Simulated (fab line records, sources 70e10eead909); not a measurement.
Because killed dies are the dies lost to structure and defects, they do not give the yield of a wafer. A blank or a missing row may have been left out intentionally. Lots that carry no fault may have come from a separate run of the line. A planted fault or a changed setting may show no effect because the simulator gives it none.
fab line records | flow nand-harc
[record] lots = 12 wafers = 36 last-day = 32
route steps=1302 shown A_SGD_CUT@890 HYBRID_BOND@1237 THIN_TSV@1268 END@1302
lots that met no fault: taken from a fault-free run of the same line
start-h: hours from the record's opening day to when the first of the lot's shown wafers began | wait-h: how many hours have passed since the lot's step before this one | " same as the row above | L1.1+2: a row that stands for several wafers | - no value, or no start was given | * or withheld: withheld | < > ~ a bound
route shown NAME@n: NAME is a module with steps in the file, n the number in the route of the first one | usual: mean and standard deviation over wafers with no fault | same: alike in all rows | chamber/n: place in a boat | sites: the reading at each site | _std_site: how widely they spread, as a standard deviation | _edge_site: mean of outer sites minus mean of inner sites | radius-mm: how far each site lies from the wafer's centre | mask NAME#n: copy n | behind: tool/chamber where the wafer was last shaped | hold: why the lot went on hold/how many hours it stayed there/how the hold came to an end | device: names the non-switching transistor (n, p or np) | end of line: the same wafers' tests at the end of the route | for a step that has no rows: nothing shown but its recipe | killed: dies that structure and defects cost at the first sort, which is not the same as the wafer's yield | map: a wafer's dies, x killed, . not, _ none there
set.NAME: setting as actually run; set.NAME@STEP: the setting as run at that earlier step | model.NAME: the simulator's own value behind a step, which no gauge read
the route's steps for a sample of lots (tables are steps, rows are wafers)
services: the hour from which a tool's chamber was out of use, counted from the record's first day as start-h (under 0 if before that day), plus the number of hours and why
[[steps]]
[step NHARC_A_SGD_CUT_DEP_00]
[recipe] target-thk-a = 500 temp-c = 400 target-thk-nm = 50 flow-sccm = 200 rf-w = 450 material = SiNx
[usual] heater-power-outer-w = 424/51 heater-power-w = 712/72
// columns lot.wafer tool chamber start-h wait-h heater-power-outer-w heater-power-w
L653.2 pecvd-04 1 447.61 0.1 429 686
L653.3 " 2 " " 502 867
L653.6 " 2 " " 518 893
L652.1 pecvd-01 0 447.81 0.1 379 610
L652.6 " 1 " " 363 636
L652.5 " 2 " " 395 690
L654.2 pecvd-03 0 461.07 0.1 426 731
L654.4 " 2 " " 530 828
L654.6 " 0 " " 429 750
L656.1 pecvd-04 0 468.03 0.1 377 700
L656.5 " 1 " " 496 787
L656.4 " 2 " " 403 727
L658.2 pecvd-04 2 477.54 0.1 362 668
L658.1 " 0 " " 452 787
L658.6 " 1 " " 514 809
L660.1 pecvd-04 1 502.73 0.1 475 757
L660.2 " 2 " " 401 726
L660.3 " 1 " " 479 757
L661.3 pecvd-04 0 517.52 0.1 468 795
L661.4 " 1 " " 494 781
L661.5 " 0 " " 453 789
L662.2 pecvd-03 2 537.08 0.1 498 805
L662.3 " 0 " " 472 782
L662.6 " 1 " " 477 765
L663.1 pecvd-04 0 537.29 0.1 434 742
L663.4 " 1 " " 510 807
L663.6 " 2 " " 400 723
L670.2 pecvd-01 2 620.00 0.1 383 654
L670.1 " 1 " " 424 703
L670.4 " 0 " " 393 617
L671.2 pecvd-01 2 620.17 0.1 378 642
L671.3 " 1 " " 417 709
L671.4 " 0 " " 394 633
L674.6 pecvd-03 1 648.77 0.1 439 747
L674.5 " 2 " " 394 684
L674.4 " 0 " " 388 709
[step NHARC_HYBRID_BOND_ACTIVATE_00]
[recipe] time-s = 60 n2-flow-sccm = 200 ar-flow-sccm = 0 bias-power-w = 0 chemistry = N2
[usual] drypump-motor-current-A = 5.7/0.64 n2-flow-sccm = 200.0/0.57 oes-product-au = 1.001/0.0074 rf-vpp-V = 64.2/0.87 showerhead-plenum-p-Torr = 1.81/0.056
// columns lot.wafer tool chamber start-h wait-h drypump-motor-current-A n2-flow-sccm oes-product-au rf-hours-counter-h rf-vpp-V showerhead-plenum-p-Torr
L652.1 rie-diel-10 0 543.96 0.1 6.4 201.0 1.007 9 63.5 1.80
L652.6 " 2 " " 6.4 199.1 0.983 - 64.0 1.81
L652.5 " 3 " " 5.0 198.6 0.991 - 64.1 1.87
L653.3 rie-diel-10 3 545.60 0.1 5.0 200.3 1.010 8 63.5 1.87
L653.2 " 1 " " 5.1 199.5 1.003 9 64.1 1.84
L653.6 " 2 " " 6.4 200.7 0.998 - 64.6 1.81
L654.4 rie-diel-06 2 561.54 0.1 5.8 199.7 0.999 24 64.7 1.86
L654.2 " 3 " " 5.8 200.7 1.006 20 64.2 1.79
L654.6 " 1 " " 5.3 199.5 0.988 - 63.5 1.65
L656.1 rie-diel-10 3 563.76 0.1 5.0 200.0 0.994 9 65.1 1.87
L656.5 " 2 " " 6.5 200.3 1.000 - 64.2 1.81
L656.4 " 1 " " 5.1 200.4 0.989 - 64.6 1.84
L658.1 rie-diel-10 0 575.02 0.1 6.4 199.9 1.009 11 65.6 1.80
L658.2 " 1 " " 5.1 200.9 0.992 12 64.3 1.84
L658.6 " 3 " " 5.0 200.0 1.001 - 64.4 1.87
L660.3 rie-diel-06 0 603.03 0.1 6.2 200.4 1.007 37 62.9 1.75
L660.1 " 1 " " 5.3 199.7 1.002 44 62.6 1.64
L660.2 " 3 " " 5.8 200.7 1.007 33 64.3 1.79
L661.5 rie-diel-10 3 617.40 0.1 5.0 200.2 1.027 - 63.7 1.87
L662.2 rie-diel-10 1 634.15 0.1 5.1 199.8 0.990 3 62.8 1.84
L662.3 " 2 " " 6.4 200.8 0.997 2 65.0 1.81
L662.6 " 3 " " 5.1 200.1 1.007 - 64.5 1.87
L663.6 rie-diel-10 1 634.73 0.1 5.1 199.7 0.990 - 64.2 1.84
L671.3 rie-diel-10 3 712.69 0.1 5.0 200.0 1.007 9 64.4 1.87
L671.2 " 0 " " 6.4 200.5 1.003 8 64.8 1.80
L671.4 " 1 " " 5.1 200.1 0.994 8 64.5 1.84
L670.2 rie-diel-10 2 715.25 0.1 6.5 200.7 0.996 9 63.7 1.81
L670.4 " 0 " " 6.4 198.5 0.992 8 64.9 1.79
L670.1 " 1 " " 5.1 199.9 1.007 9 63.6 1.83
L674.4 rie-diel-10 0 744.60 0.1 6.4 199.8 1.006 11 63.9 1.79
L674.6 " 0 " " 6.4 199.1 1.006 - 62.8 1.79
L674.5 " 1 " " 5.1 200.5 1.000 - 64.7 1.83
[step NHARC_THIN_TSV_ETCHBACK_48]
[recipe] target-depth-a = 10285 over-etch-frac = 0.3 time-s = 405.17 ion-energy-ev = 250 c4f8-flow-sccm = withheld ar-flow-sccm = withheld rf-w = 600 bias-w = 300 chemistry = C4F8/Ar
[usual] oes-product-au = 0.96/0.033 rf-vpp-V = 548/3
// columns lot.wafer tool chamber start-h wait-h oes-product-au rf-hours-counter-h rf-vpp-V
L652.1 rie-diel-04 3 558.59 - 0.99 1 549
L652.5 " 1 " " 0.97 - 552
L652.6 " 2 " " 0.97 - 544
L653.2 rie-diel-04 1 559.99 - 0.99 2 551
L653.3 " 2 " " 0.98 1 543
L653.6 " 3 " " 0.97 - 548
L654.4 rie-diel-01 1 576.34 0.3 0.95 0 551
L654.2 " 2 " " 0.95 0 550
L654.6 " 0 " " 0.97 - 549
L656.1 rie-diel-01 2 577.37 - 0.98 1 551
L656.4 " 3 " " 1.00 1 552
L656.5 " 3 " " 1.00 - 550
L658.2 rie-diel-11 2 589.79 - 0.91 11 551
L658.1 " 0 " " 0.93 10 550
L658.6 " 3 " " 0.93 - 543
L660.2 rie-diel-04 2 616.06 - 0.92 4 545
L660.1 " 3 " " 0.93 4 548
L660.3 " 0 " " 0.92 4 545
L661.5 rie-diel-11 3 635.25 - 1.00 - 544
L662.3 rie-diel-11 2 648.50 - 0.96 2 551
L662.2 " 0 " " 0.98 2 550
L662.6 " 3 " " 0.97 - 542
L663.6 rie-diel-01 0 650.52 - 0.99 - 551
L671.4 rie-diel-04 1 728.37 - 1.00 1 551
L671.3 " 2 " " 1.00 1 544
L671.2 " 3 " " 1.01 1 550
L670.2 rie-diel-04 3 729.72 0.4 0.99 1 550
L670.4 " 0 " " 1.00 1 545
L670.1 " 1 " " 0.96 1 552
L674.5 rie-diel-01 2 759.76 - 0.97 - 551
L674.4 " 3 " " 0.96 - 551
L674.6 " 0 " " 0.97 - 550
[step NHARC_THIN_TSV_DESCUM_35]
[recipe] time-s = 3 o2-flow-sccm = 200 ar-flow-sccm = 0 bias-power-w = 0 chemistry = O2
[usual] drypump-motor-current-A = 5.6/0.43 oes-product-au = 1.002/0.0068 rf-vpp-V = 58.0/0.87 showerhead-plenum-p-Torr = 1.95/0.079 throttle-valve-pct = 11.310/0.009
// columns lot.wafer tool chamber start-h wait-h drypump-motor-current-A oes-product-au rf-hours-counter-h rf-vpp-V showerhead-plenum-p-Torr throttle-valve-pct
L652.1 rie-diel-04 1 562.34 - 5.9 1.001 1.6 58.2 2.04 11.314
L652.5 " 1 " " 5.9 0.999 - 59.3 2.04 11.316
L652.6 " 2 " " 5.7 1.001 - 56.8 1.84 11.311
L653.2 rie-diel-04 1 563.66 - 5.9 1.003 1.6 57.9 2.04 11.311
L653.3 " 2 " " 5.7 0.999 1.2 56.9 1.84 11.304
L653.6 " 0 " " 5.6 1.002 - 57.6 1.86 11.311
L654.2 rie-diel-11 3 579.95 - 6.3 1.012 9.9 57.7 1.81 11.300
L654.4 " 0 " " 5.3 1.005 9.9 58.6 2.01 11.293
L654.6 " 3 " " 6.3 1.012 - 56.0 1.81 11.312
L656.1 rie-diel-04 1 581.20 - 5.9 0.997 2.6 58.8 2.04 11.318
L656.4 " 2 " " 5.7 0.992 2.2 57.2 1.85 11.296
L656.5 " 0 " " 5.6 0.993 - 57.7 1.86 11.313
L658.1 rie-diel-04 2 593.60 - 5.7 0.993 2.8 58.8 1.84 11.313
L658.2 " 0 " " 5.6 1.011 3.5 58.5 1.86 11.318
L658.6 " 2 " " 5.7 0.999 - 57.0 1.84 11.303
L660.1 rie-diel-04 2 619.85 - 5.7 1.008 4.1 57.0 1.84 11.312
L660.2 " 3 " " 5.4 1.014 4.0 57.3 1.95 11.300
L660.3 " 1 " " 5.9 1.015 4.7 58.0 2.04 11.292
L661.5 rie-diel-11 0 638.94 - 5.3 1.000 - 58.4 2.01 11.308
L662.3 rie-diel-01 3 652.41 - 5.5 1.006 5.9 57.8 2.02 11.313
L662.2 " 1 " " 5.8 0.993 5.4 57.1 2.03 11.314
L662.6 " 3 " " 5.5 1.000 - 59.7 2.02 11.323
L663.6 rie-diel-04 2 654.38 - 5.7 1.009 - 58.8 1.84 11.302
L671.4 rie-diel-11 0 732.09 - 5.3 0.993 8.4 58.0 2.00 11.314
L671.2 " 1 " " 4.9 1.011 8.1 57.4 1.89 11.316
L671.3 " 2 " " 6.5 0.991 8.7 59.4 1.97 11.317
L670.2 rie-diel-04 3 733.40 - 5.4 1.006 1.4 58.1 1.95 11.305
L670.1 " 1 " " 5.9 0.994 1.2 58.8 2.04 11.303
L670.4 " 2 " " 5.7 1.000 1.4 57.0 1.84 11.307
L674.4 rie-diel-04 0 763.54 - 5.6 1.010 2.2 57.3 1.86 11.318
L674.5 " 3 " " 5.4 1.009 - 57.5 1.95 11.306
L674.6 " 0 " " 5.6 1.015 - 55.9 1.86 11.324
[step NHARC_END_SORT_01]
[recipe] temp-c = 25
[usual] killed-at-array = 54/16 killed-at-other = 0.6/0.86 killed-at-periphery = 3.8/2.6 killed-dies = 58/16 killed-open = 3.3/1.8 killed-short = 2.7/1.7
[same] gross-dies = 677
// columns lot.wafer tool chamber start-h wait-h killed-at-array killed-at-other killed-at-periphery killed-dies killed-open killed-short
L661.3 prober-01 0 651.92 3.1 673 2 2 677 4 2
L661.4 prober-01 0 652.72 3.4 672 0 5 677 3 5
L661.5 prober-01 0 653.51 3.7 45 0 1 46 4 3
L663.1 prober-01 0 662.71 2.5 672 0 5 677 2 0
L663.4 prober-01 0 665.13 3.4 668 0 9 677 1 4
L663.6 prober-01 0 666.75 4.0 85 1 6 92 2 1
// killed by level:class
L661.3 A_SGD_CUT:area-dep=624 A_CHANNEL_HOLE_D2:chamber-film-flake=31 A_CHANNEL_HOLE_D1:chamber-film-flake=4 A_CONTACT:chamber-film-flake=4 A_STAIRCASE:chamber-film-flake=3 A_CHANNEL_FILL_D2:chamber-film-flake=2 THIN_TSV:chamber-film-flake=2 P_GATE:geometric-particle:short=1
L661.4 A_SGD_CUT:area-dep=616 A_CHANNEL_HOLE_D2:chamber-film-flake=39 A_CONTACT:chamber-film-flake=4 A_CHANNEL_HOLE_D1:chamber-film-flake=3 A_CHANNEL_FILL_D2:chamber-film-flake=3 A_WL_FILL:chamber-film-flake=2 P_GATE:geometric-particle:open=1 P_M0:geometric-particle:short=1
L661.5 A_CHANNEL_HOLE_D2:chamber-film-flake=28 A_CONTACT:chamber-film-flake=5 A_ONON_D1:geometric-particle:short=3 A_SLIT:chamber-film-flake=3 A_STAIRCASE:chamber-film-flake=2 P_STI:geometric-particle:open=1 A_CHANNEL_FILL_D2:geometric-particle:open=1 A_BLC:geometric-particle:open=1
L663.1 A_SGD_CUT:area-dep=598 A_CHANNEL_HOLE_D1:chamber-film-flake=29 A_SLIT:chamber-film-flake=18 A_CHANNEL_HOLE_D2:chamber-film-flake=14 A_CONTACT:chamber-film-flake=6 P_GATE:chamber-film-flake=3 A_BLC:chamber-film-flake=3 A_STAIRCASE:chamber-film-flake=2
L663.4 A_SGD_CUT:area-dep=586 A_CHANNEL_HOLE_D1:chamber-film-flake=42 A_SLIT:chamber-film-flake=16 A_CHANNEL_HOLE_D2:chamber-film-flake=7 A_CONTACT:chamber-film-flake=5 P_GATE:chamber-film-flake=3 P_M2:chamber-film-flake=3 A_WL_FILL:chamber-film-flake=3
L663.6 A_CHANNEL_HOLE_D1:chamber-film-flake=33 A_SLIT:chamber-film-flake=19 A_CHANNEL_HOLE_D2:chamber-film-flake=15 A_BLC:chamber-film-flake=7 A_CONTACT:chamber-film-flake=4 P_GATE:chamber-film-flake=3 A_CHANNEL_FILL_D2:chamber-film-flake=2 A_STAIRCASE:chamber-film-flake=2
[[services]]
// columns tool chamber start-h hours kind
rie-diel-01 - 423.90 2.5 repair
rie-diel-11 0 424.46 1.5 repair
rie-diel-04 1 426.74 13.9 repair
rie-diel-11 - 432.56 9.0 pm
rie-diel-04 3 443.03 1.7 repair
pecvd-04 - 450.00 13.0 pm
rie-diel-11 - 458.83 0.9 repair
pecvd-04 0 495.91 13.2 repair
rie-diel-10 2 503.39 5.5 repair
rie-diel-11 3 514.63 3.9 repair
pecvd-04 2 517.87 4.0 repair
rie-diel-11 1 524.46 4.9 repair
rie-diel-04 - 531.90 9.0 pm
rie-diel-10 0 561.69 2.5 repair
rie-diel-11 1 569.09 6.0 repair
rie-diel-10 - 596.62 9.0 pm
rie-diel-11 - 609.56 9.0 pm
pecvd-04 - 631.00 13.0 pm
rie-diel-04 3 649.65 5.8 repair
rie-diel-10 3 669.20 6.2 repair
rie-diel-10 0 683.29 3.8 repair
rie-diel-10 2 689.45 8.3 repair
rie-diel-11 3 699.31 1.8 repair
rie-diel-04 - 708.90 9.0 pm
[[key]]
[first-sign] step = NHARC_END_SORT_01 reading = killed-at-array direction = up sigmas = 39 usual = 54 struck = 671
[effect] step = NHARC_END_SORT_01 reading = killed-dies direction = up sigmas = 38 usual = 58 struck = 677
[more-kills-born-at] NHARC_A_SGD_CUT_DEP_00@pecvd-04 = 2424
met-at NHARC_A_SGD_CUT_DEP_00
struck-lots L661,L663
struck-wafers L661.3,L661.4,L663.1,L663.4
later-rows-left-out L661.3,L661.4,L663.1,L663.4
tester-left-out L661,L663
not-acting-at NHARC_HYBRID_BOND_ACTIVATE_00,NHARC_THIN_TSV_ETCHBACK_48,NHARC_THIN_TSV_DESCUM_35
onset-between 502.73 517.52
[fault] kind = process-parameter-drift tool = pecvd-04 chamber = - onset-h = 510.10 steps = NHARC_A_SGD_CUT_DEP_00 channel = target-thk-nm offset = 18.04 shape = step end-h = 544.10 scope = struck-wafers-only acts-in = these-recipes-only stated = 50
// tester-left-out: of these lots the tester's yield and bins aren't shown, on N5 and GAA mostly nor the transistor test; their killed dies are dies lost to structure and defects alone, not to doping, threshold or leakage, so they don't give the yield
// later-rows-left-out: the simulator's readings of these wafers behind a module that went badly wrong aren't trusted and aren't shown, but for the sort
